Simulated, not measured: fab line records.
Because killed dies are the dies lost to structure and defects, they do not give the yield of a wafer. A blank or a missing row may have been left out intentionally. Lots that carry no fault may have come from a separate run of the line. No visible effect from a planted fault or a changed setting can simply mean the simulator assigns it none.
2 desks, one fault ; flow n5 finfet ; only its own numbers are on each desk; what lay behind them is given at the end

THE METROLOGY DESK
Means of the sampled wafers that have a number, per lot and without regard to the tool the lot ran on: this is what the gauges read. The brackets show how far a lot's mean lies from the usual mean; more than 4 standard deviations puts the lot out of limits, marked OUT. Of its 10 readings 7 are shown: those that lie furthest out on some lot.
Columns: A = IOFF_P at N5_BEOL_M4_RC_MEAS_101, usual 0.22 nA/um; B = ION_N at N5_BEOL_M4_RC_MEAS_101, usual 672 uA/um; C = ION_P at N5_BEOL_M4_RC_MEAS_101, usual 463 uA/um; D = SS_N at N5_BEOL_M4_RC_MEAS_101, usual 71.4 mV/dec; E = SS_P at N5_BEOL_M4_RC_MEAS_101, usual 73.2 mV/dec; F = VT_N at N5_BEOL_M4_RC_MEAS_101, usual 250 mV; G = VT_P at N5_BEOL_M4_RC_MEAS_101, usual -250 mV
lot;first seen here;A;B;C;D;E;F;G
L810;day 8 11:39;0.23;672;465;71.7;73.6;249;-250
L811;day 8 13:38;0.23;681;470;71.7;73.5;247;-249
L813;day 9 08:32;0.20;673;461;71.1;72.7;249;-249
L815;day 9 21:27;0.18;659;450;71.1;72.9;254;-255
L816;day 10 04:14;0.26;676;467;71.0;73.7;247;-246
L829;day 13 06:59;0.20;665;458;71.4;73.1;252;-249
L827;day 14 05:20;0.18;673;454;71.7;73.2;250;-252
L830;day 14 11:01;0.19;670;465;70.5;72.3;254;-251
Result from this desk: across the 8 lots, nothing is out of limits.

AT THE TOOL OWNER'S DESK: rie diel-05
The tool's own readings at N5_GATE_CUT_ETCH_36 (etches SiARC in CF4, target depth 13 nm, time 21.7 s): means of the sampled wafers that have a number, for each lot that ran on this tool. The brackets show how far a lot's mean lies from the usual mean; more than 4 standard deviations puts the lot out of limits, marked OUT. Of its 8 readings 7 are shown: those that lie furthest out on some lot.
Columns: A = bias w at N5_GATE_CUT_ETCH_36, usual 36.00 W; B = cf4 flow sccm at N5_GATE_CUT_ETCH_36, usual 99.97 sccm; C = etch rf on time s at N5_GATE_CUT_ETCH_36, usual 21.9 s; D = oes product au at N5_GATE_CUT_ETCH_36, usual 0.63 a.u.; E = rf vpp V at N5_GATE_CUT_ETCH_36, usual 184.1 V; F = showerhead plenum p Torr at N5_GATE_CUT_ETCH_36, usual 2.14 Torr; G = throttle valve pct at N5_GATE_CUT_ETCH_36, usual 15.69 %
lot;first seen here;A;B;C;D;E;F;G
L810;day 5 01:08;36.04;99.72;22.2;0.64;184.9;2.14;15.59
L813;day 5 17:29;36.00;99.81;22.3;0.64;184.0;2.13;15.60
L815;day 6 08:45;35.98;100.03;23.2;0.63;184.1;2.19;15.72
L816;day 6 14:14;35.89;100.04;23.6;0.62;183.8;2.13;15.55
L827;day 9 10:14;35.98;100.05;22.1;0.62;184.2;2.16;15.68
L829;day 9 21:31;36.07;100.04;22.2;0.60;185.6;2.15;15.68
L830;day 10 04:07;36.13;99.84;21.9;0.62;184.2;2.15;15.68
Result from this desk: across the 7 lots, nothing is out of limits.

TAKEN TOGETHER
Nothing out of limits was seen by the metrology desk.
The desk of the tool owner found nothing out of limits.

WHAT THE SIMULATOR PUT IN
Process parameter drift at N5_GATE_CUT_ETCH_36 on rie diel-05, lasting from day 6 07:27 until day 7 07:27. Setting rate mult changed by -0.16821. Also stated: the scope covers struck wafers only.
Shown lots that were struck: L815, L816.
